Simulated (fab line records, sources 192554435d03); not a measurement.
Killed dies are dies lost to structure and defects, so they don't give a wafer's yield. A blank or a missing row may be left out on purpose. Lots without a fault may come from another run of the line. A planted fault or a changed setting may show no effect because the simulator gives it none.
A struck lot beside a sound one | flow n5_finfet | 16 steps out of a route of 1938
Sound: wafers L134.1, L134.3, L134.6. Struck: wafers L130.3, L130.4, L130.6. The cause comes at the end.
At each step with rows: each side's tool, then ch and its chambers, then its first start. Under that, the readings that differ: sound wafers | struck wafers | difference of the means | sigmas: that difference in standard deviations of wafers without a fault.
alike: readings whose means differ by less than 2 such deviations, and words and numbers that are the same on both sides. not compared: withheld readings, readings that some wafer has no value for, bounds like >300 that may hide the same value, and numbers for which the record gives no deviation and whose values overlap.
The two part at a step that has a row with sigmas, a row that says differs or no value, or rows on one side only. Numbers that don't overlap but have no deviation are shown without sigmas and don't part them. A reading that every wafer of one side lacks parts them only if that side has two wafers or more.

first, 11 steps without rows for these wafers: N5_DUMMY_GATE_ETCH_36 (etches SiARC in CF4, target depth 13 nm); N5_DUMMY_GATE_ETCH_37 (etches SOC in N2/H2, target depth 60 nm, overetch 30 nm); N5_DUMMY_GATE_STRIP_38 (strips in N2/H2); N5_DUMMY_GATE_STRIP_39 (strips in N2/H2); N5_DUMMY_GATE_TRIM_49 (chemistry O2, time 29 s, target cd 14 nm); N5_DUMMY_GATE_STRIP_40 (strips in CF4); N5_DUMMY_GATE_ETCH_31 (etches SiO2 in C4F6/O2, target depth 82.5 nm, time 27.5 s); N5_DUMMY_GATE_STRIP_41 (strips in O2); N5_DUMMY_GATE_HM_OPEN_21 (chemistry CH3F/O2, target SiNx, target depth 120 nm, time 171.4 s); N5_DUMMY_GATE_ETCH_32 (etches SiO2 in CF4, target depth 3.5 nm, time 3.9 s); N5_DUMMY_GATE_ETCH_23 (etches poly-Si in HBr/Cl2/O2, target depth 41 nm, time 22.3 s).
N5_DUMMY_GATE_ETCH_44: etches poly-Si in HBr/O2, stops on SiO2, target depth 127.5 nm.
  sound on rie_si-06 ch 2,3, day 8 19:17; struck on rie_si-06 ch 0,2,3, day 7 18:35
  no value came back on the struck wafers for any of 5 readings (HBr_flow_sccm (sccm), O2_flow_sccm (sccm) and others); on the sound wafers HBr_flow_sccm (sccm) reads 119.8 119.8 119.6
  not compared: rf_hours_counter_h, model.DUMMY_GATE.cd_nm
N5_DUMMY_GATE_ETCH_42: etches SiO2 in CHF3/O2, target depth 3.5 nm, time 31 s.
  sound on rie_diel-06 ch 0,1,3, day 8 19:26; struck on rie_diel-04 ch 1,3, day 7 18:45
  alike: CHF3_flow_sccm, O2_flow_sccm, drypump_motor_current_A, oes_ar_750_au, oes_product_au, rf_vpp_V, showerhead_plenum_p_Torr, throttle_valve_pct
  not compared: rf_hours_counter_h, model.DUMMY_GATE.cd_nm
then, 1 step without rows for these wafers: N5_DUMMY_GATE_STRIP_48 (strips in N2/H2, time 20 s).
N5_BEOL_M4_RC_MEAS_101:
  the record has rows for the sound wafers here (prober-01 ch 0, day 13 21:56) and none for the struck ones
-- the record jumps here: 9 days lie between the struck wafers' starts before and after (it left off in module BEOL_M4 and takes up again in module PASSIVATION, whose first step shown is number 1936 of the route) --
N5_PASSIVATION_PROBE_49:
  sound on prober-01, day 18 03:23; struck on prober-02, day 16 15:26
  reading                  | sound          | struck         | difference | sigmas
  defect_limited_yield (%) | 91.0 94.4 91.9 | 0 0 0          | -92        | -58
  killed_at_front_end      | 53 19 47       | 1120 1127 1119 | +1082      | +98
  killed_dies              | 106 66 96      | 1180 1180 1180 | +1091      | +57
  killed_on_rim            | 10 4 18        | 152 152 152    | +141       | +36
  sort_bin_5_function (%)  | 4.8 2.8 4.3    | 96.2 97.1 95.6 | +92.3      | +84
  sort_n_pass              | 1074 1114 1084 | 0 0 0          | -1091      | -57
  sort_yield_pct (%)       | 91.0 94.4 91.9 | 0 0 0          | -92        | -58
  alike: killed_at_M0_to_M3, killed_at_M4_up, killed_at_contacts, killed_at_other, killed_open, killed_short, sort_bin_6_memory

WHERE THEY PART
First at N5_DUMMY_GATE_ETCH_44; last, within this record, at N5_PASSIVATION_PROBE_49.

WHY: what the simulator had put in
Skipped step whole: rie_si-06, from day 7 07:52 on, at N5_DUMMY_GATE_ETCH_44. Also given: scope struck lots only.
